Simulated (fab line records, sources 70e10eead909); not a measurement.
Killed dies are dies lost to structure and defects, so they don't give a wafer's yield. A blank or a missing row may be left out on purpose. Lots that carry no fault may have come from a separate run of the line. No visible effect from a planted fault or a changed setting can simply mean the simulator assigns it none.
Matching of chambers	flow nand harc	NHARC_P_ZERO_WELL_DESCUM_54 on rie diel-09 has 4 sister chambers
The step chemistry O2, time 3 s. 4 wafers are shown with their chamber, then 11 later ones without.

== EACH WAFER AND ITS CHAMBER ==
wafer	chamber	drypump motor current A (A)
L087.5	3	5.6
L088.1	2	5.8
L088.4	0	5.2
L089.1	1	5.7

== WAFERS WHOSE CHAMBER IS MISSING ==
wafer	drypump motor current A (A)
L089.2	5.7
L089.4	5.2
L090.1	5.8
L090.3	5.7
L090.6	5.2
L092.2	5.6
L092.3	5.7
L092.4	5.3
L097.2	5.7
L097.4	5.7
L097.5	5.2

== CHAMBER TAKEN BY EACH ==
wafer	from the rows above	in truth
L089.2	1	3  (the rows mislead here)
L089.4	0	0
L090.1	2	2
L090.3	1	1
L090.6	0	0
L092.2	3	3
L092.3	1	1
L092.4	0	0
L097.2	1	1
L097.4	1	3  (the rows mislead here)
L097.5	0	0
Correct placement for 9 of the 11. From these rows, 0 cannot be placed. Wrongly placed: 2.
How it was worked out, from the rows above alone: a wafer's distance from a chamber is the root of the sum, over the readings, of the square of ((its reading less the chamber's mean) divided by the reading's scatter). If the next closest chamber is less than 2 further off than the closest, the wafer can't be placed; otherwise it belongs to the closest. For every chamber, the mean is computed from those of its wafers that are shown. The scatter: root of mean squared gap, hidden wafer to nearest shown wafer, with one shown wafer a chamber.
